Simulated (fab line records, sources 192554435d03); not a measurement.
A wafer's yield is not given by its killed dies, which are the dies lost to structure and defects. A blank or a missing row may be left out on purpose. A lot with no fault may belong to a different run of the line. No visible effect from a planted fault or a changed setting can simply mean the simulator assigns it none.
Split-lot experiment | flow n5-finfet | 7 lots, 39 wafers read, on a route of 1938 steps

THE SPLIT ITSELF
At N5_MOL_CONTACT_COAG_ALD_123 (deposits SiNx, target thk 5 nm, pulse time 1 s, purge time 2 s), the setting ald-cycles was moved away from the recipe's 100 on 9 of the 39 wafers read, by -13.0% to +17.0%. For the rest of the wafers, this setting stayed at what the recipe calls for.

FROM THE SPLIT TO THE READING: what the file shows between them, 4 steps
- N5_MOL_CONTACT_COAG_PECVD_31: deposits SiO2 from TEOS/O2, target thk 46 nm, time 8.9 s
- N5_MOL_CONTACT_COAG_COAT_75: time 60 s, resist thk 60 nm
- N5_MOL_CONTACT_COAG_STRIP_120: strips in CHF3
- N5_MOL_CONTACT_COAG_VIA_ETCH_117: etches SiO2 in C4F6/O2, target depth 40 nm, overetch 8 nm, time 26 s

THE READING
etch.depth-nm (the simulator's own value, which no gauge read), in nm, at N5_MOL_CONTACT_COAG_ETCH_124 (etches SiNx in CH3F/O2, stops on SiOC, target depth 6.5 nm). No usual value for it is given in the file. The 30 wafers here that ran the recipe average 4.994 nm, standard deviation 0.021 nm.

wafer  | tool, chamber at the split | ald-cycles as run | against the recipe | etch.depth-nm, nm | against lot-mates on the recipe
L074.1 | ald-sin-01, 0,3,1          | 100               | recipe             | 4.962             | -
L074.2 | ald-sin-01, 2,0,1          | 117               | +17.0%             | 5.86              | +0.886
L074.3 | ald-sin-01, 0,3,1          | 100               | recipe             | 4.966             | -
L074.4 | ald-sin-01, 0,3,1          | 100               | recipe             | 4.994             | -
L074.5 | ald-sin-01, 2,0,1          | 117               | +17.0%             | 5.808             | +0.834
L074.6 | ald-sin-01, 2,0,1          | 117               | +17.0%             | 5.858             | +0.884
L079.2 | ald-sin-01, 3,2,1          | 100               | recipe             | 4.985             | -
L079.5 | ald-sin-01, 3,2,1          | 100               | recipe             | 4.987             | -
L079.6 | ald-sin-01, 3,2,1          | 100               | recipe             | 5.001             | -
L080.1 | ald-sin-02, 1,0,3,2,1,0    | 100               | recipe             | 4.997             | -
L080.2 | ald-sin-02, 1,0,3,2,1,0    | 100               | recipe             | 5.035             | -
L080.3 | ald-sin-02, 1,0,3,2,1,0    | 100               | recipe             | 5.027             | -
L080.4 | ald-sin-02, 1,0,3,2,1,0    | 100               | recipe             | 4.984             | -
L080.5 | ald-sin-02, 1,0,3,2,1,0    | 100               | recipe             | 5.001             | -
L080.6 | ald-sin-02, 1,0,3,2,1,0    | 100               | recipe             | 5.002             | -
L082.1 | ald-sin-03, 0,3,2          | 100               | recipe             | 4.975             | -
L082.2 | ald-sin-03, 0,3,2          | 100               | recipe             | 5.026             | -
L082.3 | ald-sin-03, 0,3,2          | 100               | recipe             | 4.991             | -
L082.4 | ald-sin-03, 1,0,1          | 95                | -5.0%              | 4.746             | -0.251
L082.5 | ald-sin-03, 1,0,1          | 95                | -5.0%              | 4.703             | -0.294
L082.6 | ald-sin-03, 1,0,1          | 95                | -5.0%              | 4.732             | -0.265
L092.1 | ald-sin-03, 3,0,1          | 100               | recipe             | 5.018             | -
L092.2 | ald-sin-03, 3,0,1          | 100               | recipe             | 5.024             | -
L092.3 | ald-sin-03, 3,0,1          | 100               | recipe             | 4.973             | -
L092.4 | ald-sin-03, 2,0,1          | 87                | -13.0%             | 4.303             | -0.702
L092.5 | ald-sin-03, 2,0,1          | 87                | -13.0%             | 4.337             | -0.668
L092.6 | ald-sin-03, 2,0,1          | 87                | -13.0%             | 4.334             | -0.671
L094.1 | ald-sin-02, 3,0,2,1,3,2    | 100               | recipe             | 5.001             | -
L094.2 | ald-sin-02, 3,0,2,1,3,2    | 100               | recipe             | 4.979             | -
L094.3 | ald-sin-02, 3,0,2,1,3,2    | 100               | recipe             | 5.008             | -
L094.4 | ald-sin-02, 3,0,2,1,3,2    | 100               | recipe             | 4.977             | -
L094.5 | ald-sin-02, 3,0,2,1,3,2    | 100               | recipe             | 4.996             | -
L094.6 | ald-sin-02, 3,0,2,1,3,2    | 100               | recipe             | 5.027             | -
L096.1 | ald-sin-02, 2,0,3,1,0,1    | 100               | recipe             | 4.995             | -
L096.2 | ald-sin-02, 2,0,3,1,0,1    | 100               | recipe             | 4.966             | -
L096.3 | ald-sin-02, 2,0,3,1,0,1    | 100               | recipe             | 5.009             | -
L096.4 | ald-sin-02, 2,0,3,1,0,1    | 100               | recipe             | 4.975             | -
L096.5 | ald-sin-02, 2,0,3,1,0,1    | 100               | recipe             | 4.96              | -
L096.6 | ald-sin-02, 2,0,3,1,0,1    | 100               | recipe             | 4.977             | -
When a row names more than one chamber, that row covers several wafers, and the file does not tell which wafer ran in which chamber.

THE FIT
A straight line over all 39 wafers: etch.depth-nm changes by +0.0506 nm for each +1% of ald-cycles; r = +1.00; the points scatter about the line by 0.022 nm.
The same after taking each lot's own level away (the mean of its wafers on the recipe; 39 wafers): +0.0517 nm for each +1%; r = +1.00; scatter 0.019 nm.
On that fit, the largest move of ald-cycles shifts the reading by 0.88 nm.
From 4.9740 to 5.0077 nm: that is the span of the lots' own levels, equal to 1.6 times the standard deviation above.
Hence the lot-to-lot level has little effect on the slope; both slopes agree.
Check: for one of the wafers moved furthest among these (+17.0%), held out of the fit, the line's prediction against its lot-mates is +0.873 nm. It came out at +0.886 nm against them.

ADDITIONAL SPLITS CARRIED BY THESE WAFERS
Note: prior to the reading, these wafers also went through further splits. Each is held against what the fit with the lots' levels taken away leaves over:
other split on the same wafers | wafers away from the commonest value | r with etch.depth-nm (lot level and that fit taken away)
N5_SD_EPI_N_ETCH_35 time-s     | 9                                    | +0.05

THE WHOLE CHAIN: every reading that the file lists as answering this split, in the file's order
step                         | what it does                                                   | reading                                                                                  | change (the file's fit)                | r (the file's)
N5_MOL_CONTACT_COAG_ALD_123  | deposits SiNx, target thk 5 nm, pulse time 1 s, purge time 2 s | SiNx_of_MOL_CONTACT_COAG_ALD_123.thk-nm (the simulator's own value, which no gauge read) | +0.0464 nm for each +1% of the setting | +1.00
N5_MOL_CONTACT_COAG_ETCH_124 | etches SiNx in CH3F/O2, stops on SiOC, target depth 6.5 nm     | etch.depth-nm (the simulator's own value, which no gauge read)                           | +0.0517 nm for each +1% of the setting | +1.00

FILE'S OWN FIT
etch.depth-nm changes by +0.0517 nm for each +1% of ald-cycles, r = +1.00.
